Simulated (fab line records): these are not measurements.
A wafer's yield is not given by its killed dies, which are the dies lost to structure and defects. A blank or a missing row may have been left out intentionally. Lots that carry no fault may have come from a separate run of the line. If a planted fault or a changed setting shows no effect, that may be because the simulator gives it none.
A lot that was struck, set against a sound lot    flow n5_finfet    40 steps out of a route of 1938
Sound: the wafers L601.1, L601.3, L601.6. The struck wafers were L600.2, L600.5, L600.6. The cause is named last.
Per side, at each step with rows, come the tool, then ch with its chambers, and then its first start. Under that, the readings that differ: sound wafers    struck wafers    difference of the means    sigmas: that difference in standard deviations of wafers without a fault.
alike: same words and numbers on both sides, and readings whose means sit less than 2 such deviations apart. not compared: any withheld reading, any reading some wafer has no value for, any bound like >300 that may hide the same value, and any number with overlapping values for which the record gives no deviation.
Wherever a step has rows on one side only, a row that says differs or no value, or a row with sigmas, the two part there. When numbers do not overlap yet have no deviation, they are printed without sigmas and do not part them. A reading missing from all wafers of one side parts the sides only when that side holds two or more wafers.

N5_MOL_CONTACT_COAG_THK_MEAS_53:
  struck on film_metro-01, day 8 18:25; sound on film_metro-01, day 9 05:40
  alike: VIA_MOL_THK
then, 1 step without rows for these wafers: N5_MOL_CONTACT_COAG_ANNEAL_112 (time 1800 s).
N5_MOL_CONTACT_COAG_INSPECT_97: inspects for defects (darkfield).
  struck on defect_inspect-02, day 8 21:29; sound on defect_inspect-02, day 9 08:43
  alike: raw_defect_count
then, 1 step without rows for these wafers: N5_BEOL_M0_SAQP_PECVD_00 (deposits SiCN from 3MS/NH3, target thk 8 nm, time 14 s).
N5_BEOL_M0_SAQP_ILD_DEP_01: deposits SiOC from DEMS/O2, target thk 45.419 nm, time 8.7 s.
  sound on pecvd-02 ch 1,2, day 9 09:04; struck on pecvd-03 ch 0,1,2, day 8 21:49
  alike: chamber_pressure_Torr, heater_power_outer_w, heater_power_w, showerhead_plenum_p_Torr, throttle_valve_pct
  not compared: since_wet_clean_h
N5_BEOL_M0_SAQP_HM_DEP_02: deposits TiN, target thk 12 nm.
  struck on pvd_sputter-02, day 8 22:56; sound on pvd_sputter-02, day 9 09:34
  alike: chamber_pressure_pa, substrate_temp_c, throttle_valve_pct
then, 1 step without rows for these wafers: N5_BEOL_M0_SAQP_PECVD_03 (deposits SiCN from 3MS/NH3, target thk 12 nm, time 21.1 s).
N5_BEOL_M0_SAQP_PECVD_96: deposits a-Si from SiH4/He, target thk 45 nm, time 45.2 s.
  sound on pecvd-03 ch 0,2, day 9 09:43; struck on pecvd-04 ch 0,2, day 8 23:05
  alike: heater_power_w, showerhead_plenum_p_Torr, throttle_valve_pct
  not compared: since_wet_clean_h
N5_BEOL_M0_SAQP_PECVD_97: deposits SiNx from SiH4/NH3/N2, target thk 23 nm, time 19.9 s.
  sound on pecvd-03 ch 0,2, day 9 09:46; struck on pecvd-04 ch 0,2, day 8 23:07
  alike: heater_power_w, showerhead_plenum_p_Torr, throttle_valve_pct
  not compared: since_wet_clean_h
N5_BEOL_M0_SAQP_PECVD_04: deposits a-Si from SiH4/He, target thk 60 nm, time 60.2 s.
  sound on pecvd-03 ch 0,2, day 9 09:48; struck on pecvd-04 ch 0,2, day 8 23:10
  alike: heater_power_w, showerhead_plenum_p_Torr, throttle_valve_pct
  not compared: since_wet_clean_h
N5_BEOL_M0_SAQP_THK_MEAS_05:
  struck on film_metro-01, day 8 23:16; sound on film_metro-01, day 9 09:53
  alike: thk_nm
N5_BEOL_M0_SAQP_HM_DEP_111: deposits SiO2 from SiH4/N2O, target thk 12 nm, time 7.2 s.
  sound on pecvd-04 ch 0,1,2, day 9 09:56; struck on pecvd-03 ch 0,2, day 8 23:18
  no value came back on the struck wafers for chamber_pressure_Torr (Torr), heater_power_outer_w (W), heater_power_w (W), showerhead_plenum_p_Torr (Torr); on the sound wafers chamber_pressure_Torr (Torr) reads 0.7502 0.7499 0.7508
  not compared: since_wet_clean_h
then, 8 steps without rows for these wafers: N5_BEOL_M0_SAQP_COAT_81 (time 60 s, resist thk 100 nm); N5_BEOL_M0_SAQP_COAT_82 (time 60 s, resist thk 30 nm); N5_BEOL_M0_SAQP_COAT_08 (resist thk 90 nm); N5_BEOL_M0_SAQP_EBR_10; N5_BEOL_M0_SAQP_SOFTBAKE_09 (time 60 s); N5_BEOL_M0_SAQP_EXPOSE_11 (exposes mask M0 CORE, target cd 42 nm); N5_BEOL_M0_SAQP_PEB_12 (peb time 60 s); N5_BEOL_M0_SAQP_DEVELOP_13 (develop time 30 s).
N5_BEOL_M0_SAQP_CD_MEAS_14 targets a cd of 42.5 nm.
  sound on cd_sem-01 ch 0, day 9 10:23; struck on cd_sem-02 ch 0, day 8 23:37
  alike: cd_nm
N5_BEOL_M0_SAQP_OVL_MEAS_15:
  sound on overlay-01 ch 0, day 9 10:25; struck on overlay-01 ch 0, day 8 23:39
  alike: M0_CORE_OVL
N5_BEOL_M0_SAQP_INSPECT_16: inspects for defects (brightfield).
  struck on defect_inspect-01, day 8 23:40; sound on defect_inspect-01, day 9 10:26
  alike: raw_defect_count
then, 4 steps without rows for these wafers: N5_BEOL_M0_SAQP_DESCUM_19 (chemistry O2, time 7.9 s); N5_BEOL_M0_SAQP_ETCH_83 (etches SiARC in CF4, target depth 39 nm, time 65 s); N5_BEOL_M0_SAQP_ETCH_84 (etches SOC in N2/H2, target depth 100 nm, overetch 20 nm, time 150 s); N5_BEOL_M0_SAQP_STRIP_80 (strips in N2/H2).
N5_BEOL_M0_SAQP_HM_OPEN_112: chemistry CHF3/O2, target SiO2, stops on a-Si, target depth 12 nm, time 13.5 s.
  sound on rie_diel-06 ch 0,1,3, day 9 10:40; struck on rie_diel-03 ch 1,3, day 9 00:01
reading                   sound              struck          difference  sigmas
oes_product_au (a.u.)     0.52 0.50 0.48     0.26 0.25 0.34  -0.22       -4
model.etch.depth_nm (nm)  11.99 12.02 12.04  0 0 0           -12         
  alike: drypump_motor_current_A, rf_vpp_V, showerhead_plenum_p_Torr, throttle_valve_pct
  not compared: rf_hours_counter_h
then, 9 steps without rows for these wafers: N5_BEOL_M0_SAQP_STRIP_113 (strips in CHF3/O2); N5_BEOL_M0_SAQP_MANDREL_ETCH_20 (etches a-Si in HBr/Cl2, stops on SiNx, target depth 60 nm, bt time 10 s, time 30 s); N5_BEOL_M0_SAQP_STRIP_86 (strips in N2/H2); N5_BEOL_M0_SAQP_STRIP_115 (strips in post etch residue remover, time 60 s); N5_BEOL_M0_SAQP_SRD_93 (time 30 s); N5_BEOL_M0_SAQP_RECESS_114 (chemistry HF/NH3, target SiO2, target depth 14.4 nm, afs cycles 3, sublimation time 60 s); N5_BEOL_M0_SAQP_SPACER1_ALD_98 (deposits SiO2, target thk 12.8 nm, pulse time 1 s, purge time 2 s); N5_BEOL_M0_SAQP_SPACER1_ETCHBACK_99 (etches SiO2 in CHF3/O2, target depth 15.4 nm, time 7.7 s); N5_BEOL_M0_SAQP_MANDREL1_REMOVE_100 (chemistry HBr/Cl2/O2, target a-Si, stops on SiNx, bt time 10 s).
N5_BEOL_M0_SAQP_CD_MEAS_25 targets a cd of 13.1 nm.
  sound on cd_sem-01 ch 0, day 9 12:02; struck on cd_sem-03 ch 0, day 9 02:39
reading     sound              struck  difference                     sigmas
cd_nm (nm)  12.79 13.12 12.83  - - -   no value on the struck wafers  
then, 1 step without rows for these wafers: N5_BEOL_M0_SAQP_ETCH_101 (etches SiNx in CH3F/O2, target depth 29.9 nm, time 42.7 s).
N5_BEOL_M4_RC_MEAS_101:
  the record has rows for the sound wafers here (prober-02 ch 0, day 12 11:05) and none for the struck ones

## WHERE THEY PART
Earliest at N5_BEOL_M0_SAQP_HM_DEP_111; latest, in this record, at N5_BEOL_M4_RC_MEAS_101.

WHY: the cause the simulator had injected
Beginning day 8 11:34, the whole step at N5_BEOL_M0_SAQP_HM_DEP_111 was skipped on pecvd-03. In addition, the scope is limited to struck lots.
